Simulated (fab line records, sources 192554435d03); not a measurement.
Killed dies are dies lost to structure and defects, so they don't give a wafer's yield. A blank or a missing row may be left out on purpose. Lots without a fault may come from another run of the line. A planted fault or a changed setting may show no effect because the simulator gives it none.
A struck lot beside a sound one | flow n5_finfet | 15 steps out of a route of 1938
Sound: wafers L970.1, L970.2, L970.5. Struck: wafers L985.4, L985.6. The cause comes at the end.
At each step with rows: each side's tool, then ch and its chambers, then its first start. Under that, the readings that differ: sound wafers | struck wafers | difference of the means | sigmas: that difference in standard deviations of wafers without a fault.
alike: readings whose means differ by less than 2 such deviations, and words and numbers that are the same on both sides. not compared: withheld readings, readings that some wafer has no value for, bounds like >300 that may hide the same value, and numbers for which the record gives no deviation and whose values overlap.
The two part at a step that has a row with sigmas, a row that says differs or no value, or rows on one side only. Numbers that don't overlap but have no deviation are shown without sigmas and don't part them. A reading that every wafer of one side lacks parts them only if that side has two wafers or more.

first, 8 steps without rows for these wafers: N5_BEOL_M11_COAT_63 (time 60 s, resist thk 100 nm); N5_BEOL_M11_COAT_64 (time 60 s, resist thk 30 nm); N5_BEOL_M11_COAT_22 (resist thk 90 nm); N5_BEOL_M11_EBR_24; N5_BEOL_M11_SOFTBAKE_23 (time 60 s); N5_BEOL_M11_EXPOSE_25 (exposes mask V10); N5_BEOL_M11_PEB_26 (peb time 60 s); N5_BEOL_M11_DEVELOP_27 (develop time 30 s).
N5_BEOL_M11_CD_MEAS_28: target cd 70 nm.
  sound on cd_sem-01 ch 0, day 10 06:10; struck on cd_sem-03 ch 0, day 16 11:17
  alike: cd_nm
N5_BEOL_M11_OVL_MEAS_29:
  sound on overlay-02 ch 0, day 10 06:11; struck on overlay-02 ch 0, day 16 11:19
  alike: V10_OVL
N5_BEOL_M11_INSPECT_30: inspects for defects (brightfield).
  sound on defect_inspect-02, day 10 06:13; struck on defect_inspect-01, day 16 11:20
  alike: raw_defect_count
N5_BEOL_M11_DESCUM_33: chemistry O2, time 7.9 s.
  sound on rie_diel-05 ch 0,2,3, day 10 06:14; struck on rie_diel-06 ch 2, day 16 11:37
  alike: bias_power_w, drypump_motor_current_A, oes_product_au, rf_fwd_power_W, rf_vpp_V, showerhead_plenum_p_Torr, throttle_valve_pct
  not compared: rf_hours_counter_h
N5_BEOL_M11_ETCH_65: etches SiARC in CF4, target depth 39 nm, time 65 s.
  sound on rie_diel-05 ch 0,2,3, day 10 06:17; struck on rie_diel-06 ch 2, day 16 11:40
  reading               | sound             | struck      | difference | sigmas
  etch_rf_on_time_s (s) | 65.2 64.9 66.8    | 47.2 47.3   | -18.4      | -13
  oes_product_au (a.u.) | 0.59 0.77 0.59    | 0.85 0.85   | +0.20      | +3
  rf_fwd_power_W (W)    | 538.1 539.5 537.5 | 531.3 531.0 | -7.2       | -3
  alike: drypump_motor_current_A, rf_vpp_V, showerhead_plenum_p_Torr, throttle_valve_pct
  not compared: rf_hours_counter_h
N5_BEOL_M11_ETCH_66: etches SOC in N2/H2, target depth 120 nm, overetch 24 nm, time 180 s.
  sound on rie_diel-05 ch 0,2,3, day 10 06:20; struck on rie_diel-06 ch 2, day 16 11:43
  reading                | sound             | struck      | difference | sigmas
  throttle_valve_pct (%) | 18.23 17.82 17.91 | 17.56 17.54 | -0.44      | -2
  alike: drypump_motor_current_A, oes_product_au, rf_fwd_power_W, rf_vpp_V, showerhead_plenum_p_Torr
  not compared: rf_hours_counter_h
then, 1 step without rows for these wafers: N5_PASSIVATION_PROBE_49.

WHERE THEY PART
First at N5_BEOL_M11_ETCH_65; last, within this record, at N5_BEOL_M11_ETCH_66.

WHY: what the simulator had put in
Process parameter drift: rie_diel-06, from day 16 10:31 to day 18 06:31, at N5_BEOL_M11_ETCH_65. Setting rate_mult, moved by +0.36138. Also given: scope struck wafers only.
